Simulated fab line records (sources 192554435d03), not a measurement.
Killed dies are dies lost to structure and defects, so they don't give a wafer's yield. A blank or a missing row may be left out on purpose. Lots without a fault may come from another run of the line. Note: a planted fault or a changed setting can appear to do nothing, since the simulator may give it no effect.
Matching of chambers / flow n5_finfet / N5_BEOL_M0_SAQP_ILD_DEP_01 on pecvd-01 has 3 sister chambers
The step deposits SiOC from DEMS/O2, target thk 45.419 nm, time 8.7 s. 20 wafers are shown with their chamber, then 10 later ones without.

WAFERS PAIRED WITH THEIR CHAMBERS
wafer=L075.2; chamber=1; throttle_valve_pct (%)=12.9; heater_power_w (W)=375; showerhead_plenum_p_Torr (Torr)=5.730
wafer=L075.3; chamber=2; throttle_valve_pct (%)=10.7; heater_power_w (W)=527; showerhead_plenum_p_Torr (Torr)=5.708
wafer=L075.5; chamber=2; throttle_valve_pct (%)=10.6; heater_power_w (W)=538; showerhead_plenum_p_Torr (Torr)=5.695
wafer=L076.1; chamber=1; throttle_valve_pct (%)=13.1; heater_power_w (W)=439; showerhead_plenum_p_Torr (Torr)=5.695
wafer=L076.2; chamber=2; throttle_valve_pct (%)=10.9; heater_power_w (W)=491; showerhead_plenum_p_Torr (Torr)=5.714
wafer=L076.5; chamber=2; throttle_valve_pct (%)=10.5; heater_power_w (W)=506; showerhead_plenum_p_Torr (Torr)=5.704
wafer=L080.1; chamber=1; throttle_valve_pct (%)=13.2; heater_power_w (W)=407; showerhead_plenum_p_Torr (Torr)=5.725
wafer=L080.3; chamber=2; throttle_valve_pct (%)=10.6; heater_power_w (W)=526; showerhead_plenum_p_Torr (Torr)=5.710
wafer=L080.4; chamber=1; throttle_valve_pct (%)=13.0; heater_power_w (W)=398; showerhead_plenum_p_Torr (Torr)=5.720
wafer=L081.2; chamber=0; throttle_valve_pct (%)=13.0; heater_power_w (W)=461; showerhead_plenum_p_Torr (Torr)=5.721
wafer=L081.5; chamber=2; throttle_valve_pct (%)=10.3; heater_power_w (W)=526; showerhead_plenum_p_Torr (Torr)=5.714
wafer=L081.6; chamber=1; throttle_valve_pct (%)=13.0; heater_power_w (W)=424; showerhead_plenum_p_Torr (Torr)=5.726
wafer=L082.1; chamber=1; throttle_valve_pct (%)=12.8; heater_power_w (W)=385; showerhead_plenum_p_Torr (Torr)=5.713
wafer=L082.5; chamber=2; throttle_valve_pct (%)=10.8; heater_power_w (W)=515; showerhead_plenum_p_Torr (Torr)=5.703
wafer=L082.6; chamber=1; throttle_valve_pct (%)=13.3; heater_power_w (W)=386; showerhead_plenum_p_Torr (Torr)=5.717
wafer=L083.1; chamber=2; throttle_valve_pct (%)=10.8; heater_power_w (W)=531; showerhead_plenum_p_Torr (Torr)=5.693
wafer=L083.3; chamber=0; throttle_valve_pct (%)=13.4; heater_power_w (W)=448; showerhead_plenum_p_Torr (Torr)=5.712
wafer=L083.4; chamber=0; throttle_valve_pct (%)=13.3; heater_power_w (W)=468; showerhead_plenum_p_Torr (Torr)=5.708
wafer=L086.3; chamber=2; throttle_valve_pct (%)=10.8; heater_power_w (W)=479; showerhead_plenum_p_Torr (Torr)=5.699
wafer=L086.4; chamber=2; throttle_valve_pct (%)=10.6; heater_power_w (W)=505; showerhead_plenum_p_Torr (Torr)=5.709

SIGNATURES (averages over the wafers above)
reading=throttle_valve_pct; chamber 0=13.233; chamber 1=13.043; chamber 2=10.660; scatter within a chamber=0.18
reading=heater_power_w; chamber 0=459.00; chamber 1=402.00; chamber 2=514.40; scatter within a chamber=19.7
reading=showerhead_plenum_p_Torr; chamber 0=5.71367; chamber 1=5.71800; chamber 2=5.70490; scatter within a chamber=0.00908
Rule: a wafer lies at a distance from a chamber equal to the root of the sum of squares, over the readings, of (its reading less the chamber's mean, divided by the reading's scatter). If the next closest chamber is less than 2 further off than the closest, the wafer can't be placed; otherwise it belongs to the closest. How the scatter is found: for the shown wafers, subtract from each reading the mean of its chamber, square and add these, divide the total by (wafers less chambers), then take the root.

WAFERS WITHOUT THEIR CHAMBER
wafer=L086.5; throttle_valve_pct (%)=13.1; heater_power_w (W)=374; showerhead_plenum_p_Torr (Torr)=5.725
wafer=L091.1; throttle_valve_pct (%)=10.8; heater_power_w (W)=558; showerhead_plenum_p_Torr (Torr)=5.696
wafer=L091.5; throttle_valve_pct (%)=13.0; heater_power_w (W)=429; showerhead_plenum_p_Torr (Torr)=5.716
wafer=L091.6; throttle_valve_pct (%)=13.3; heater_power_w (W)=458; showerhead_plenum_p_Torr (Torr)=5.708
wafer=L093.2; throttle_valve_pct (%)=13.0; heater_power_w (W)=435; showerhead_plenum_p_Torr (Torr)=5.715
wafer=L093.4; throttle_valve_pct (%)=13.1; heater_power_w (W)=501; showerhead_plenum_p_Torr (Torr)=5.716
wafer=L093.5; throttle_valve_pct (%)=10.7; heater_power_w (W)=476; showerhead_plenum_p_Torr (Torr)=5.703
wafer=L094.2; throttle_valve_pct (%)=13.2; heater_power_w (W)=465; showerhead_plenum_p_Torr (Torr)=5.712
wafer=L094.4; throttle_valve_pct (%)=10.6; heater_power_w (W)=539; showerhead_plenum_p_Torr (Torr)=5.696
wafer=L094.6; throttle_valve_pct (%)=13.0; heater_power_w (W)=447; showerhead_plenum_p_Torr (Torr)=5.711

EACH ONE'S CHAMBER
wafer=L086.5; from the rows above=1; in truth=1
wafer=L091.1; from the rows above=2; in truth=2
wafer=L091.5; from the rows above=can't be placed: 1 or 0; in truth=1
wafer=L091.6; from the rows above=0; in truth=0
wafer=L093.2; from the rows above=can't be placed: 1 or 0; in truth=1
wafer=L093.4; from the rows above=0; in truth=0
wafer=L093.5; from the rows above=2; in truth=2
wafer=L094.2; from the rows above=0; in truth=0
wafer=L094.4; from the rows above=2; in truth=2
wafer=L094.6; from the rows above=can't be placed: 0 or 1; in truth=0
7 of 10 placed correctly. Cannot be placed on the basis of these rows: 3; the candidates contain the true chamber in 3. Number placed wrongly: 0.
